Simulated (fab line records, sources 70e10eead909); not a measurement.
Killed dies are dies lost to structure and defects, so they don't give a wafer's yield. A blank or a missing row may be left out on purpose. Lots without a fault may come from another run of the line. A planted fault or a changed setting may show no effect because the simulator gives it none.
Tool commonality check | flow nand_harc | 14 lots, 42 wafers sampled

WHY IT WAS OPENED
At NHARC_A_ONON_D1_THK_MEAS_02 the reading thk_nm is flagged on 2 of 14 lots. Wafers without a fault read 998 nm, standard deviation 8.6.
Rule: a lot is flagged when every wafer of it that has a number lies more than 4 standard deviations from that mean, or none has a number. The other lots count as sound.

lot  | measured     | on            | thk_nm (nm), wafer by wafer | flag
L138 | day 7 21:23  | film_metro-02 | 1009 1009 1006              |
L141 | day 9 08:55  | film_metro-02 | 1001 1002 1002              |
L142 | day 9 08:55  | film_metro-01 | 1012 1012 1013              |
L143 | day 9 21:16  | film_metro-02 | 990 991 992                 |
L144 | day 10 01:47 | film_metro-02 | 989 990 989                 |
L145 | day 10 21:22 | film_metro-01 | 1005 1005 1005              |
L148 | day 11 17:28 | film_metro-02 | 999 998 1000                |
L149 | day 12 09:04 | film_metro-01 | 988 988 986                 |
L152 | day 13 19:11 | film_metro-02 | 1487 1487 1486              | FLAGGED
L151 | day 13 19:11 | film_metro-01 | 1004 1003 1007              |
L153 | day 13 19:11 | film_metro-02 | 1002 998 999                |
L154 | day 14 10:30 | film_metro-02 | 1494 1492 1493              | FLAGGED
L160 | day 16 19:10 | film_metro-01 | 997 995 997                 |
L161 | day 17 06:18 | film_metro-02 | 1004 1002 1003              |
The numbers of the flagged lots are 1490 nm on average: +492 nm against the usual, or +57 standard deviations.

WHICH TOOL RAN EACH LOT
The record holds 2 process steps before the reading, out of a route of 1302 steps. In each cell: the tool, then ch and the chambers that the sampled wafers went through, then the start.
lot  | flag    | NHARC_P_BONDPAD_ANNEAL_28        | NHARC_A_ONON_D1_DEP_00
L138 |         | rtp_anneal-02 ch 0, day 6 18:54  | pecvd_onon-03 ch 0, day 7 20:56
L141 |         | rtp_anneal-02 ch 0, day 8 07:40  | pecvd_onon-02 ch 0, day 9 08:27
L142 |         | rtp_anneal-01 ch 0, day 8 08:25  | pecvd_onon-04 ch 0, day 9 08:31
L143 |         | rtp_anneal-02 ch 0, day 8 19:05  | pecvd_onon-04 ch 0, day 9 20:49
L144 |         | rtp_anneal-01 ch 0, day 9 00:47  | pecvd_onon-03 ch 0, day 10 01:23
L145 |         | rtp_anneal-02 ch 0, day 9 16:38  | pecvd_onon-02 ch 0, day 10 20:55
L148 |         | rtp_anneal-01 ch 0, day 10 16:30 | pecvd_onon-03 ch 0, day 11 17:04
L149 |         | rtp_anneal-01 ch 0, day 11 04:32 | pecvd_onon-02 ch 0, day 12 08:37
L152 | FLAGGED | rtp_anneal-02 ch 0, day 12 19:19 | pecvd_onon-02 ch 0, day 13 18:44
L151 |         | rtp_anneal-01 ch 0, day 12 18:41 | pecvd_onon-03 ch 0, day 13 18:47
L153 |         | rtp_anneal-01 ch 0, day 12 20:55 | pecvd_onon-04 ch 0, day 13 18:45
L154 | FLAGGED | rtp_anneal-01 ch 0, day 13 07:35 | pecvd_onon-02 ch 0, day 14 10:10
L160 |         | rtp_anneal-02 ch 0, day 15 19:13 | pecvd_onon-04 ch 0, day 16 18:43
L161 |         | rtp_anneal-02 ch 0, day 16 04:04 | pecvd_onon-03 ch 0, day 17 05:47
What these steps do:
- NHARC_P_BONDPAD_ANNEAL_28: time 90 s.
- NHARC_A_ONON_D1_DEP_00: target thk 1000 nm.
- NHARC_A_ONON_D1_THK_MEAS_02: measures by ellipsometry.

FLAGGED OVER TOTAL, TOOL BY TOOL (the gauges that took the reading come last)
step                        | tool          | lots run | flagged | share of the flagged lots | sound lots run after its first flagged lot
NHARC_P_BONDPAD_ANNEAL_28   | rtp_anneal-01 | 7        | 1       | some                      | 0
NHARC_P_BONDPAD_ANNEAL_28   | rtp_anneal-02 | 7        | 1       | some                      | 2 (L160,L161)
NHARC_A_ONON_D1_DEP_00      | pecvd_onon-02 | 5        | 2       | all                       | 0
NHARC_A_ONON_D1_DEP_00      | pecvd_onon-03 | 5        | 0       | none                      | -
NHARC_A_ONON_D1_DEP_00      | pecvd_onon-04 | 4        | 0       | none                      | -
NHARC_A_ONON_D1_THK_MEAS_02 | film_metro-01 | 5        | 0       | none                      | -
NHARC_A_ONON_D1_THK_MEAS_02 | film_metro-02 | 9        | 2       | all                       | 2 (L153,L161)

WHAT THE TABLE ALLOWS
2 rows of the table ran every flagged lot: pecvd_onon-02 at NHARC_A_ONON_D1_DEP_00, film_metro-02 at NHARC_A_ONON_D1_THK_MEAS_02.
- pecvd_onon-02 at NHARC_A_ONON_D1_DEP_00: 2 of its 5 lots flagged. Its last sound lot is L149 (day 12 08:37), its first flagged lot L152 (day 13 18:44): a fault that began between those two fits.
- film_metro-02 at NHARC_A_ONON_D1_THK_MEAS_02: 2 of its 9 lots flagged. Sound lots ran on it after the first flagged one (L153, L161), which a lasting fault on the whole tool wouldn't allow.
One tool is left: pecvd_onon-02 at NHARC_A_ONON_D1_DEP_00.

WHAT THE SIMULATOR HAD PUT IN
Process parameter drift: pecvd_onon-02, from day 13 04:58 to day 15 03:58, at NHARC_A_ONON_D1_DEP_00. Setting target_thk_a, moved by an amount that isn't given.
Lots struck among those shown: L152, L154. The rule above found the same.
